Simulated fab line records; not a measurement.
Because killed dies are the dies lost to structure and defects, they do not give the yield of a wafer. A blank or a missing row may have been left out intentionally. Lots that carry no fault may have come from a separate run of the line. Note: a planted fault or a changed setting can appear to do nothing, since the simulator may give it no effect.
Which tool was responsible? :: flow n5_finfet :: 7 lots, 21 wafers sampled, at 6 steps of a route of 1938

WHAT THE GAUGES SHOWED, per wafer
N5_BEOL_M1_CD_MEAS_18: pitch 36 nm, target cd 18 nm.
lot: L340
measured: day 7 10:13
on: cd_sem-03
cd_nm (nm): 18.02 18.08 17.67

lot: L344
measured: day 8 06:15
on: cd_sem-03
cd_nm (nm): 17.74 17.91 17.87

lot: L346
measured: day 8 18:36
on: cd_sem-01
cd_nm (nm): 17.64 18.09 18.01

lot: L348
measured: day 9 13:58
on: cd_sem-01
cd_nm (nm): - - -

lot: L350
measured: day 10 05:18
on: cd_sem-02
cd_nm (nm): 18.32 17.66 17.62

lot: L354
measured: day 10 17:14
on: cd_sem-02
cd_nm (nm): 17.50 18.02 17.76

lot: L357
measured: day 11 20:01
on: cd_sem-02
cd_nm (nm): 17.84 18.39 17.61

WHICH TOOL RAN EACH LOT (tool, then ch and the chambers of the sampled wafers, then the start)
lot: L340
N5_BEOL_M0_CO_CAP_123: cvd_co-01 ch 0,1,2, day 7 07:21
N5_BEOL_M1_HM_DEP_02: pvd_sputter-01, day 7 09:04
N5_BEOL_M1_ETCH_63: rie_diel-05 ch 0,1,2, day 7 09:43
N5_BEOL_M1_ETCH_64: rie_diel-05 ch 0,1,2, day 7 09:44
N5_BEOL_M1_HM_OPEN_17: rie_metal-02 ch 0,1, day 7 09:56

lot: L344
N5_BEOL_M0_CO_CAP_123: cvd_co-01 ch 1,2, day 8 03:50
N5_BEOL_M1_HM_DEP_02: pvd_sputter-01, day 8 04:22
N5_BEOL_M1_ETCH_63: rie_diel-03 ch 0,1,3, day 8 05:47
N5_BEOL_M1_ETCH_64: rie_diel-03 ch 0,1,3, day 8 05:49
N5_BEOL_M1_HM_OPEN_17: rie_metal-02 ch 0,1, day 8 05:59

lot: L346
N5_BEOL_M0_CO_CAP_123: cvd_co-02 ch 0,2, day 8 15:56
N5_BEOL_M1_HM_DEP_02: pvd_sputter-03, day 8 17:25
N5_BEOL_M1_ETCH_63: rie_diel-05 ch 0,1,3, day 8 18:06
N5_BEOL_M1_ETCH_64: rie_diel-05 ch 0,1,3, day 8 18:08
N5_BEOL_M1_HM_OPEN_17: rie_metal-01 ch 0,1, day 8 18:18

lot: L348
N5_BEOL_M0_CO_CAP_123: cvd_co-01 ch 0,1,2, day 9 12:23
N5_BEOL_M1_HM_DEP_02: pvd_sputter-03, day 9 12:54
N5_BEOL_M1_ETCH_63: rie_diel-03 ch 0,1, day 9 13:28
N5_BEOL_M1_ETCH_64: rie_diel-03 ch 0,1, day 9 13:29
N5_BEOL_M1_HM_OPEN_17: rie_metal-01 ch 0,1, day 9 13:41

lot: L350
N5_BEOL_M0_CO_CAP_123: cvd_co-01 ch 1,2, day 10 00:49
N5_BEOL_M1_HM_DEP_02: pvd_sputter-03, day 10 03:08
N5_BEOL_M1_ETCH_63: rie_diel-03 ch 1, day 10 04:35
N5_BEOL_M1_ETCH_64: rie_diel-03 ch 1, day 10 04:37
N5_BEOL_M1_HM_OPEN_17: rie_metal-03 ch 1, day 10 04:52

lot: L354
N5_BEOL_M0_CO_CAP_123: cvd_co-02 ch 0,1,2, day 10 15:16
N5_BEOL_M1_HM_DEP_02: pvd_sputter-01, day 10 16:17
N5_BEOL_M1_ETCH_63: rie_diel-05 ch 1,3, day 10 16:51
N5_BEOL_M1_ETCH_64: rie_diel-05 ch 1,3, day 10 16:53
N5_BEOL_M1_HM_OPEN_17: rie_metal-03 ch 0,1, day 10 17:03

lot: L357
N5_BEOL_M0_CO_CAP_123: cvd_co-02 ch 0,2, day 11 17:49
N5_BEOL_M1_HM_DEP_02: pvd_sputter-03, day 11 18:49
N5_BEOL_M1_ETCH_63: rie_diel-03 ch 0,1,2, day 11 19:37
N5_BEOL_M1_ETCH_64: rie_diel-03 ch 0,1,2, day 11 19:38
N5_BEOL_M1_HM_OPEN_17: rie_metal-02 ch 0,1, day 11 19:48
- N5_BEOL_M0_CO_CAP_123: material Co, precursor CCTBA/H2, target thk 2 nm, time 102.1 s.
- N5_BEOL_M1_HM_DEP_02: deposits TiN, target thk 20 nm.
- N5_BEOL_M1_ETCH_63: etches SiARC in CF4, target depth 15.6 nm, time 26 s.
- N5_BEOL_M1_ETCH_64: etches SOC in N2/H2, target depth 75 nm, overetch 15 nm, time 112.5 s.
- N5_BEOL_M1_HM_OPEN_17: chemistry Cl2/BCl3, target TiN, target depth 20 nm, overetch 6 nm.

THE ANSWER, worked out from the rows above alone
Rule: what is usual is taken from the lots themselves. Put in order of their means at a reading, lots are off if they are a third of the lots or fewer, leave a main group of 4 or more, and stand apart from it by a gap of 3 or more times the standard deviation of the main group's means; of several such gaps the widest counts. A main group whose means are all the same, to the digits that the tables above print for the reading, isn't used. Also off: a lot with no number at a reading for which 4 or more lots have one. The other lots that the step has rows for count as sound.
Off: L348, at N5_BEOL_M1_CD_MEAS_18 (cd_nm). Without a number there: L348. Main group: mean 17.88 nm, sd 0.063.
A tool fits if, at a process step before that reading, it ran every lot that is off, and no sound lot after the first of them. Those tools and the gauges at N5_BEOL_M1_CD_MEAS_18 are tried in the same way. Undecided on this evidence; 2 tools fit (rie_metal-01 at N5_BEOL_M1_HM_OPEN_17, cd_sem-01 at N5_BEOL_M1_CD_MEAS_18).

WHAT THE SIMULATOR PUT IN
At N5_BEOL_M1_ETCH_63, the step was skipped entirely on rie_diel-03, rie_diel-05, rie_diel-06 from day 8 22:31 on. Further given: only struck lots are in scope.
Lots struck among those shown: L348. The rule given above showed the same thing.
